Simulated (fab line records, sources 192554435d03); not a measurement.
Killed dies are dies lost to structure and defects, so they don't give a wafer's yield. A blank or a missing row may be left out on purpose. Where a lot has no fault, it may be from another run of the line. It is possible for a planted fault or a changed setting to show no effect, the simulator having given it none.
Matching of chambers | flow n5-finfet | 4 sister chambers for N5_BEOL_M11_ALD_74 on ald-metal-01
The step deposits TaN, target thk 2 nm, pulse time 2 s, purge time 3 s. 16 wafers are shown with their chamber, then 8 later ones without.

== WAFERS WITH THEIR CHAMBER ==
wafer  | chamber | heater-power-w (W) | precursor-vessel-carrier-sccm (sccm)
L078.3 | 0       | 392                | 1003.0
L078.5 | 0       | 405                | 1000.0
L078.6 | 1       | 507                | 999.5
L083.2 | 3       | 423                | 1001.9
L083.5 | 2       | 359                | 1000.3
L083.6 | 1       | 512                | 1003.7
L082.1 | 2       | 356                | 998.1
L082.4 | 1       | 506                | 996.8
L082.5 | 2       | 363                | 995.8
L087.1 | 3       | 421                | 999.0
L087.3 | 2       | 356                | 1005.6
L087.5 | 3       | 421                | 996.3
L089.1 | 2       | 361                | 999.3
L089.2 | 0       | 399                | 999.5
L089.5 | 0       | 390                | 997.5
L091.2 | 0       | 412                | 1000.9

SIGNATURES (averages over the wafers above)
reading                       | chamber 0 | chamber 1 | chamber 2 | chamber 3 | scatter within a chamber
heater-power-w                | 399.60    | 508.33    | 359.00    | 421.67    | 5.73
precursor-vessel-carrier-sccm | 1000.180  | 1000.000  | 999.820   | 999.067   | 3.01
Rule: a wafer's distance from a chamber is the root of the sum, over the readings, of the square of ((its reading less the chamber's mean) divided by the reading's scatter). If the next closest chamber is less than 2 further off than the closest, the wafer can't be placed; otherwise it belongs to the closest. The scatter: the root of (the sum of the squares of (reading less its chamber's mean) over the shown wafers, divided by (wafers less chambers)).

== WAFERS MISSING THEIR CHAMBER ==
wafer  | heater-power-w (W) | precursor-vessel-carrier-sccm (sccm)
L091.4 | 416                | 1001.4
L091.5 | 360                | 999.8
L093.1 | 519                | 1002.9
L093.3 | 354                | 1002.9
L093.6 | 407                | 999.3
L097.1 | 517                | 1004.3
L097.2 | 362                | 999.2
L097.3 | 403                | 1001.7

== THE CHAMBER EACH PASSED THROUGH ==
wafer  | from the rows above     | in truth
L091.4 | can't be placed: 3 or 0 | 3
L091.5 | 2                       | 2
L093.1 | 1                       | 1
L093.3 | 2                       | 2
L093.6 | can't be placed: 0 or 3 | 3
L097.1 | 1                       | 1
L097.2 | 2                       | 2
L097.3 | 0                       | 0
6 of 8 placed correctly. These rows do not allow placing 2 (true chamber among the candidates in 2). Number placed wrongly: 0.
